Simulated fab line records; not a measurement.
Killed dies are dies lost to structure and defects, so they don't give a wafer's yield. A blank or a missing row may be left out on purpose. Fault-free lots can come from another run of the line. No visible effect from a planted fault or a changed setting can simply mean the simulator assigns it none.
Split-lot trial -- flow n5-finfet -- 39 wafers read across 7 lots, on a route 1938 steps long

== ON THE SPLIT ==
At N5_FIN_CUT_ETCH_21 (etches SOC in N2/H2, target depth 219 nm, overetch 43.8 nm, time 523.5 s), the setting bias-w was moved away from the recipe's 61 W on 15 of the 39 wafers read, by -13.6% to +13.3%. This setting was run at the recipe's value on the other wafers.

The reading comes from the split's own step.

== THE READING ==
rf-vpp-V, in V, at N5_FIN_CUT_ETCH_21 (etches SOC in N2/H2, target depth 219 nm, overetch 43.8 nm, time 523.5 s). A value of 240.8 V with a standard deviation of 1.5 V is what fault-free wafers of this fab line usually give.

wafer,"tool, chamber at the split","bias-w as run, W",against the recipe,"rf-vpp-V, V",against lot-mates on the recipe
L075.1,"rie-diel-03, 0",61,recipe,240.7,-
L075.2,"rie-diel-03, 1",54.39,-10.8%,223.6,-18.1
L075.3,"rie-diel-03, 3",61,recipe,241.1,-
L075.4,"rie-diel-03, 2",54.39,-10.8%,224.8,-16.9
L075.5,"rie-diel-03, 3",54.39,-10.8%,223.6,-18.1
L075.6,"rie-diel-03, 2",61,recipe,243.4,-
L079.1,"rie-diel-05, 3",61,recipe,239.1,-
L079.2,"rie-diel-05, 2",61,recipe,241.3,-
L079.3,"rie-diel-05, 0",56.1,-8.0%,228.0,-12.0
L079.4,"rie-diel-05, 1",61,recipe,239.5,-
L079.5,"rie-diel-05, 1",56.1,-8.0%,227.6,-12.4
L079.6,"rie-diel-05, 0",56.1,-8.0%,228.8,-11.2
L084.2,"rie-diel-03, 0",61,recipe,242.2,-
L084.5,"rie-diel-03, 1",61,recipe,240.0,-
L084.6,"rie-diel-03, 0",61,recipe,241.8,-
L088.1,"rie-diel-03, 2",61,recipe,242.2,-
L088.2,"rie-diel-03, 0",61,recipe,241.4,-
L088.3,"rie-diel-03, 3",64.77,+6.2%,251.2,+9.9
L088.4,"rie-diel-03, 3",64.77,+6.2%,250.0,+8.7
L088.5,"rie-diel-03, 0",61,recipe,240.4,-
L088.6,"rie-diel-03, 2",64.77,+6.2%,251.6,+10.3
L089.1,"rie-diel-05, 3",61,recipe,239.7,-
L089.2,"rie-diel-05, 0",52.71,-13.6%,221.2,-19.0
L089.3,"rie-diel-05, 2",52.71,-13.6%,219.0,-21.2
L089.4,"rie-diel-05, 1",61,recipe,238.1,-
L089.5,"rie-diel-05, 3",52.71,-13.6%,218.0,-22.2
L089.6,"rie-diel-05, 0",61,recipe,242.9,-
L091.1,"rie-diel-06, 1",69.14,+13.3%,262.5,+21.0
L091.2,"rie-diel-06, 2",69.14,+13.3%,259.2,+17.7
L091.3,"rie-diel-06, 0",61,recipe,241.1,-
L091.4,"rie-diel-06, 3",61,recipe,241.2,-
L091.5,"rie-diel-06, 1",61,recipe,242.1,-
L091.6,"rie-diel-06, 2",69.14,+13.3%,258.0,+16.5
L096.1,"rie-diel-05, 1",61,recipe,240.0,-
L096.2,"rie-diel-05, 2",61,recipe,239.4,-
L096.3,"rie-diel-05, 3",61,recipe,239.4,-
L096.4,"rie-diel-05, 0",61,recipe,241.9,-
L096.5,"rie-diel-05, 1",61,recipe,239.4,-
L096.6,"rie-diel-05, 2",61,recipe,241.1,-

FIT RESULTS
A straight line over all 39 wafers: rf-vpp-V changes by +1.53 V for each +1% of bias-w; r = +0.99; the points scatter about the line by 1.3 V.
The same after taking each lot's own level away (the mean of its wafers on the recipe; 39 wafers): +1.5 V for each +1%; r = +0.99; scatter 1.3 V.
Per that fit: largest bias-w move, reading shift of 20 V.
The span of the lots' own levels, 239.97 to 241.73 V, comes to 1.2 times the standard deviation stated above.
The two slopes are in agreement: the lot-to-lot level therefore moves the slope only a little.
Check: -20.8 V against its lot-mates is what the line predicts for one of the wafers moved furthest among these (-13.6%) when that wafer is left out of the fit. Against them it came out at -19 V.
Tool readings at the split's step, against how far the setting was moved: rf-vpp-V r = +0.99.

== THESE WAFERS: OTHER SPLITS ==
Before the reading, these wafers also passed through other splits. Each is held against what the fit with the lots' levels taken away leaves over:
other split on the same wafers,wafers away from the commonest value,r with rf-vpp-V (lot level and that fit taken away)
N5_FIN_SAQP_HM_DEP_03 time-s,6,+0.06
N5_FIN_SAQP_MANDREL_ETCH_22 over-etch-frac,18,-0.08

== THE FILE'S OWN FIT ==
rf-vpp-V changes by +1.5 V for each +1% of bias-w, r = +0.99.
